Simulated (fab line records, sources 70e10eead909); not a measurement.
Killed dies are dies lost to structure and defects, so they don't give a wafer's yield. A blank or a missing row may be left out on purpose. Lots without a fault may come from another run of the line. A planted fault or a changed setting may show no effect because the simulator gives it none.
fab line records | flow nand_harc
record lots=14 wafers=42 last_day=34
route steps=1302 shown P_START@1 P_ZERO_WELL@58 P_STI@96
lots that met no fault: from a run of the same line without faults
start_h: hours from the record's first day to the start of the lot's first wafer shown | wait_h: hours since the lot's step before | " the same as in the row above | L1.1+2: a row that stands for several wafers | - no value, or no start given | * or withheld: withheld | < > ~ a bound
route shown NAME@n: a module of which the file shows steps, and the number in the route of the first | usual: mean/standard deviation of fault-free wafers | same: alike in all rows | chamber/n: place in a boat | sites: the reading at each site | _std_site: their standard deviation | _edge_site: outer sites' mean less inner sites' | radius_mm: how far each site lies from the wafer's centre | mask NAME#n: copy n | behind: the tool/chamber that last shaped the wafer | hold: why the lot was held/for how many hours/how that ended | device: the transistor (n, p or np) that didn't switch | end of line: the same wafers' tests at the end of the route | a step without rows: its recipe alone | killed: dies lost to structure and defects at the first sort, not the wafer's yield | map: a wafer's dies, x killed, . not, _ none there
set.NAME: the setting as run; set.NAME@STEP: as run at that earlier step | model.NAME: the simulator's own value behind a step, which no gauge read
steps of the route over a sample of lots; a table a step, a row a wafer
services: from which hour (start_h, from the record's first day; less than 0 if before it) a tool's chamber was out of use, for how many hours, and why
## steps
# step NHARC_P_START_INSPECT_01
# usual raw_defect_count=3.4/1.7
# columns lot.wafer tool chamber start_h wait_h raw_defect_count
L253.2 defect_inspect-01 - 20.04 - 7
L253.5 " - " " 3
L253.6 " - " " 2
L254.2 defect_inspect-01 - 30.04 - 3
L254.5 " - " " 3
L254.6 " - " " 4
L255.1 defect_inspect-02 - 40.03 - 0
L255.2 " - " " 1
L255.6 " - " " 1
L256.1 defect_inspect-02 - 50.04 - 3
L256.3 " - " " 4
L256.5 " - " " 3
L257.2 defect_inspect-02 - 60.04 - 2
L257.3 " - " " 5
L257.4 " - " " 4
L262.2 defect_inspect-01 - 110.04 - 2
L262.3 " - " " 1
L262.6 " - " " 3
L263.2 defect_inspect-02 - 120.05 - 5
L263.4 " - " " 3
L263.5 " - " " 2
L270.2 defect_inspect-02 - 190.04 - 1
L270.3 " - " " 3
L270.6 " - " " 2
L271.2 defect_inspect-01 - 200.04 - 3
L271.4 " - " " 4
L271.5 " - " " 5
L272.4 defect_inspect-01 - 210.04 - 5
L272.5 " - " " 6
L272.6 " - " " 3
L273.1 defect_inspect-02 - 220.04 - 2
L273.4 " - " " 4
L273.6 " - " " 4
L274.1 defect_inspect-02 - 230.04 - 3
L274.3 " - " " 1
L274.6 " - " " 3
L275.1 defect_inspect-02 - 240.04 - 3
L275.4 " - " " 2
L275.6 " - " " 5
L276.2 defect_inspect-01 - 250.04 - 7
L276.3 " - " " 2
L276.5 " - " " 1
# step NHARC_P_ZERO_WELL_DEVELOP_51
# recipe time_s=70
# usual chill_plate_temp_C=23.00/0.094 exhaust_pa=44.8/0.83
# columns lot.wafer tool chamber start_h wait_h chill_plate_temp_C exhaust_pa
L253.2 litho_track-03 0 25 - 23.04 45.9
L253.5 " 0 " " 23.03 45.5
L253.6 " 0 " " 22.97 45.5
L254.2 litho_track-03 0 35 - 22.97 44.4
L254.5 " 0 " " 22.86 46.1
L254.6 " 0 " " 22.87 43.9
L255.1 litho_track-07 0 45 - 22.95 45.2
L255.2 " 0 " " 22.85 45.3
L255.6 " 0 " " 22.85 44.6
L256.1 litho_track-05 0 56 - 22.94 45.1
L256.3 " 0 " " 23.09 45.3
L256.5 " 0 " " 22.84 44.3
L257.2 litho_track-03 0 65 - 23.00 45.4
L257.3 " 0 " " 22.87 47.0
L257.4 " 0 " " 22.92 45.4
L262.2 litho_track-05 - 115 - - -
L262.3 " - " " - -
L262.6 " - " " - -
L263.2 litho_track-03 - 125 - - -
L263.4 " - " " - -
L263.5 " - " " - -
L270.2 litho_track-07 0 195 - 23.02 44.7
L270.3 " 0 " " 22.94 44.7
L270.6 " 0 " " 23.06 44.8
L271.2 litho_track-03 0 205 - 23.13 44.9
L271.4 " 0 " " 23.20 45.0
L271.5 " 0 " " 22.91 44.7
L272.4 litho_track-03 0 215 - 22.97 44.9
L272.5 " 0 " " 22.93 44.8
L272.6 " 0 " " 23.15 45.1
L273.1 litho_track-05 0 226 - 23.00 43.9
L273.4 " 0 " " 22.90 44.2
L273.6 " 0 " " 23.11 43.7
L274.1 litho_track-05 0 241 - 22.99 46.1
L274.3 " 0 " " 23.03 44.8
L274.6 " 0 " " 23.06 45.4
L275.1 litho_track-05 0 245 - 23.01 46.5
L275.4 " 0 " " 23.01 45.7
L275.6 " 0 " " 23.15 44.3
L276.2 litho_track-05 0 255 - 22.93 45.8
L276.3 " 0 " " 23.07 44.9
L276.5 " 0 " " 22.88 45.2
# step NHARC_P_ZERO_WELL_RTA_42
# recipe temp_c=1100 time_s=300
# usual anneal_temp_c_max=1105.7/1 lamp_power_pct=41/6 wafer_temp_C_max=1105.8/1.1
# columns lot.wafer tool chamber start_h wait_h anneal_temp_c_max lamp_power_pct wafer_temp_C_max
L253.2 rtp_anneal-02 0 27.24 - 1106.7 45 1104.9
L253.5 " 0 " " 1104.8 46 1106.3
L253.6 " 0 " " 1106.5 46 1106.0
L254.2 rtp_anneal-02 0 37.15 - 1104.2 45 1107.3
L254.5 " 0 " " 1105.3 45 1105.9
L254.6 " 0 " " 1106.5 46 1106.1
L255.1 rtp_anneal-01 0 47.12 - 1105.6 33 1105.9
L255.2 " 0 " " 1105.8 33 1105.5
L255.6 " 0 " " 1105.1 33 1103.2
L256.1 rtp_anneal-02 0 57.88 - 1105.3 45 1105.7
L256.3 " 0 " " 1104.9 46 1105.5
L256.5 " 0 " " 1105.5 45 1105.6
L257.2 rtp_anneal-02 0 67.33 - 1106.9 45 1106.3
L257.3 " 0 " " 1106.0 45 1105.7
L257.4 " 0 " " 1104.2 45 1105.6
L262.2 rtp_anneal-02 0 116.78 - 1105.9 45 1105.5
L262.3 " 0 " " 1105.1 45 1104.5
L262.6 " 0 " " 1105.2 45 1103.4
L263.2 rtp_anneal-02 0 127.06 - 1105.0 45 1107.5
L263.4 " 0 " " 1104.3 46 1105.5
L263.5 " 0 " " 1105.9 46 1104.6
L270.2 rtp_anneal-01 0 197.02 - 1104.8 33 1105.2
L270.3 " 0 " " 1105.4 33 1106.0
L270.6 " 0 " " 1104.1 33 1105.1
L271.2 rtp_anneal-02 0 206.85 - 1103.8 46 1103.8
L271.4 " 0 " " 1105.1 46 1104.7
L271.5 " 0 " " 1104.2 45 1105.7
L272.4 rtp_anneal-01 0 217.29 - 1105.8 33 1104.8
L272.5 " 0 " " 1105.9 33 1104.8
L272.6 " 0 " " 1105.4 33 1105.6
L273.1 rtp_anneal-01 0 227.38 - 1107.2 33 1105.5
L273.4 " 0 " " 1105.6 33 1106.9
L273.6 " 0 " " 1106.6 33 1106.3
L274.1 rtp_anneal-02 0 242.57 - 1105.4 45 1105.7
L274.3 " 0 " " 1105.3 45 1105.8
L274.6 " 0 " " 1106.8 45 1106.3
L275.1 rtp_anneal-02 0 246.92 - 1106.2 45 1106.7
L275.4 " 0 " " 1105.4 45 1106.1
L275.6 " 0 " " 1108.2 45 1105.2
L276.2 rtp_anneal-02 0 257.09 - 1106.8 45 1104.5
L276.3 " 0 " " 1104.7 46 1105.5
L276.5 " 0 " " 1106.0 46 1104.9
# step NHARC_P_STI_OCD_MEAS_43
# usual trench_depth_nm=300/4.9 trench_foot_cd_nm=157.7/2.2
# columns lot.wafer tool chamber start_h wait_h trench_depth_nm trench_foot_cd_nm
L253.2 ocd-02 - 44.79 - 296 158.5
L253.5 " - " " 292 161.1
L253.6 " - " " 298 160.4
L254.2 ocd-02 - 55.50 - 302 154.3
L254.5 " - " " 298 156.1
L254.6 " - " " 300 154.2
L255.1 ocd-02 - 65.41 - 302 159.5
L255.2 " - " " 301 160.8
L255.6 " - " " 301 158.3
L256.1 ocd-01 - 74.55 - 301 155.5
L256.3 " - " " 308 157.4
L256.5 " - " " 309 154.6
L257.2 ocd-02 - 84.53 - 296 158.9
L257.3 " - " " 294 158.2
L257.4 " - " " 296 159.0
L270.2 ocd-01 - 213.94 - 297 160.1
L270.3 " - " " 303 159.7
L270.6 " - " " 295 157.5
L271.2 ocd-01 - 223.90 - 297 159.9
L271.4 " - " " 296 161.4
L271.5 " - " " 296 154.9
L272.4 ocd-01 - 238.28 - 302 158.4
L272.5 " - " " 301 157.6
L272.6 " - " " 304 156.5
L273.1 ocd-01 - 248.27 - 303 159.0
L273.4 " - " " 297 160.6
L273.6 " - " " 296 158.5
L274.1 ocd-02 - 259.07 - 305 158.2
L274.3 " - " " 303 156.8
L274.6 " - " " 300 158.9
L275.1 ocd-02 - 264.01 - 297 161.6
L275.4 " - " " 299 157.3
L275.6 " - " " 298 160.6
L276.2 ocd-02 - 273.55 - 296 158.9
L276.3 " - " " 293 161.7
L276.5 " - " " 292 158.8
## services
# columns tool chamber start_h hours kind
rtp_anneal-02 - 12.00 12.0 pm
litho_track-07 - 76.00 7.0 pm
litho_track-03 - 100.00 7.0 pm
litho_track-05 - 124.00 7.0 pm
litho_track-07 - 251.00 7.0 pm
## key
first_sign step=NHARC_P_ZERO_WELL_DEVELOP_51 reading=tool_record direction=missing
effect none on later readings
met_at NHARC_P_ZERO_WELL_DEVELOP_51
struck_lots L262,L263
later_rows_left_out L262.2,L262.3,L262.6,L263.2,L263.4,L263.5
sort_left_out L262.2,L262.3,L262.6,L263.2,L263.4,L263.5
tester_left_out L262,L263
not_acting_at NHARC_P_START_INSPECT_01,NHARC_P_ZERO_WELL_RTA_42,NHARC_P_STI_OCD_MEAS_43
onset_between 65 115
fault kind=skipped_step_whole tool=litho_track-03,litho_track-05 chamber=- onset_h=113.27 steps=NHARC_P_ZERO_WELL_DEVELOP_51 scope=struck_lots_only
# tester_left_out: of these lots the tester's yield and bins aren't shown, on N5 and GAA mostly nor the transistor test; their killed dies are dies lost to structure and defects alone, not to doping, threshold or leakage, so they don't give the yield
# sort_left_out: the simulated sort isn't trusted on such a fault, so these wafers' sort isn't shown, and their yield isn't known
# later_rows_left_out: the simulator's readings of these wafers behind a module that went badly wrong aren't trusted and aren't shown, but for the sort
